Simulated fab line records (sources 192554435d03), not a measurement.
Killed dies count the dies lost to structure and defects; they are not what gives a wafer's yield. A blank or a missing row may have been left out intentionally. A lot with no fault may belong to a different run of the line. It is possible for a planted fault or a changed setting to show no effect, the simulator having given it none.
A lot that was struck, set against a sound lot | flow n5_finfet | 16 steps out of a route of 1938
Sound: wafers L561.2, L561.4, L561.6. Struck: wafer L579.5. (L579.1 of the same lot was not struck and is left out.) The cause comes at the end.
Order at every step that has rows: each side's tool, ch and its chambers, its first start. Under that, the readings that differ: sound wafers | struck wafers | difference of the means | sigmas: that difference in standard deviations of wafers without a fault.
alike: words and numbers the same on both sides, and readings whose means are apart by under 2 such deviations; not compared: readings that were withheld, readings missing a value for some wafer, numbers with overlapping values and no deviation given by the record, and bounds like >300 which may hide the same value.
A row with sigmas, a row that says differs or no value, or rows on one side alone: a step with any of these is where the two part. When numbers do not overlap yet have no deviation, they are printed without sigmas and do not part them. A reading that every wafer of one side lacks parts them only if that side has two wafers or more.

first, 7 steps without rows for these wafers: N5_BEOL_M0_CUTY_COAT_50 (time 60 s, resist thk 15 nm); N5_BEOL_M0_CUTY_COAT_51 (resist thk 150 nm); N5_BEOL_M0_CUTY_EBR_52; N5_BEOL_M0_CUTY_SOFTBAKE_53 (time 60 s); N5_BEOL_M0_CUTY_EXPOSE_54 (exposes mask M0 ABLK); N5_BEOL_M0_CUTY_PEB_55 (peb time 60 s); N5_BEOL_M0_CUTY_DEVELOP_56 (develop time 30 s).
N5_BEOL_M0_CUTY_CD_MEAS_57 targets a cd of 200 nm.
  sound on cd_sem-02 ch 0, day 6 19:56; struck on cd_sem-03 ch 0, day 11 14:50
  reading    | sound             | struck | difference | sigmas
  cd_nm (nm) | 198.2 196.2 199.8 | 201.0  | +2.9       | +2
N5_BEOL_M0_CUTY_OVL_MEAS_58:
  sound on overlay-02 ch 0, day 6 19:58; struck on overlay-01 ch 0, day 11 14:53
  alike: M0_ABLK_OVL
N5_BEOL_M0_CUTY_INSPECT_59: inspects for defects (macro).
  sound on defect_inspect-01 at day 6 19:59; struck on defect_inspect-02 at day 11 14:54
  alike: raw_defect_count
N5_BEOL_M0_CUTY_DESCUM_61: chemistry O2, time 7.9 s.
  sound on rie_diel-05 ch 1,2,3, day 6 20:01; struck on rie_diel-03 ch 0, day 11 14:56
  reading               | sound          | struck | difference | sigmas
  oes_product_au (a.u.) | 0.88 0.87 0.71 | 1.00   | +0.18      | +2
  alike: chamber_pressure_mTorr, drypump_motor_current_A, rf_vpp_V, showerhead_plenum_p_Torr, temp_c, throttle_valve_pct
  not compared: rf_hours_counter_h
N5_BEOL_M0_CUTY_ETCH_62: etches SiARC in CF4, time 58.5 s.
  sound on rie_diel-05 ch 1,2,3, day 6 20:03; struck on rie_diel-03 ch 0, day 11 14:58
  reading               | sound          | struck | difference | sigmas
  oes_product_au (a.u.) | 0.74 0.74 0.62 | 0.85   | +0.15      | +2
  alike: chamber_pressure_mTorr, drypump_motor_current_A, etch_rf_on_time_s, mfc_ar_sccm, rf_vpp_V, showerhead_plenum_p_Torr, throttle_valve_pct
  not compared: rf_hours_counter_h
N5_BEOL_M0_CUTY_ETCH_63: etches SOC in N2/H2, target depth 82.7 nm, overetch 16.5 nm, time 124 s.
  sound on rie_diel-05 ch 1,2,3, day 6 20:06; struck on rie_diel-03 ch 0, day 11 15:01
  reading                                               | sound          | struck | difference | sigmas
  oes_product_au (a.u.)                                 | 0.72 0.70 0.59 | 0.88   | +0.21      | +3
  model.SiO2_of_BEOL_M0_SAQP_SPACER2_ALD_26.thk_nm (nm) | 7.2 7 7.2      | 7.4    | +0.3       |
  alike: chamber_pressure_mTorr, drypump_motor_current_A, h2_flow_sccm, rf_vpp_V, showerhead_plenum_p_Torr, temp_c, throttle_valve_pct
  not compared: rf_hours_counter_h
then, 1 step without rows for these wafers: N5_BEOL_M0_CUTY_STRIP_64 (strips in N2/H2).
-- the record jumps here: 2 days lie between the struck wafers' starts before and after (it left off in module BEOL_M0_CUTY and takes up again in module BEOL_M4, whose first step shown is number 1111 of the route) --
N5_BEOL_M4_RC_MEAS_101:
  sound on prober-01 ch 0, day 9 05:35; struck on prober-01 ch 0, day 14 02:08
  reading       | sound       | struck | difference | sigmas
  ION_P (uA/um) | 455 463 460 | 471    | +12        | +2
  alike: DIBL_N, DIBL_P, IOFF_N, IOFF_P, ION_N, SS_N, SS_P, VT_N, VT_P
-- record jumps: 4 days separate the struck wafers' starts on either side; left off in module BEOL_M4, taken up again in module PASSIVATION, whose first shown step is the route's number 1936 --
N5_PASSIVATION_PROBE_49:
  sound on prober-01 at day 13 06:16; struck on prober-01 at day 18 06:19
  reading         | sound   | struck | difference | sigmas
  killed_at_other | 10 11 8 | 4      | -6         | -2
  alike: defect_limited_yield, killed_at_M0_to_M3, killed_at_M4_up, killed_at_contacts, killed_at_front_end, killed_dies, killed_open, killed_short, sort_bin_5_function, sort_bin_6_memory, sort_bin_8_speed, sort_n_pass, sort_yield_pct

## WHERE THEY PART
Earliest at N5_BEOL_M0_CUTY_CD_MEAS_57; latest, in this record, at N5_PASSIVATION_PROBE_49.

WHY: whatever the simulator had introduced
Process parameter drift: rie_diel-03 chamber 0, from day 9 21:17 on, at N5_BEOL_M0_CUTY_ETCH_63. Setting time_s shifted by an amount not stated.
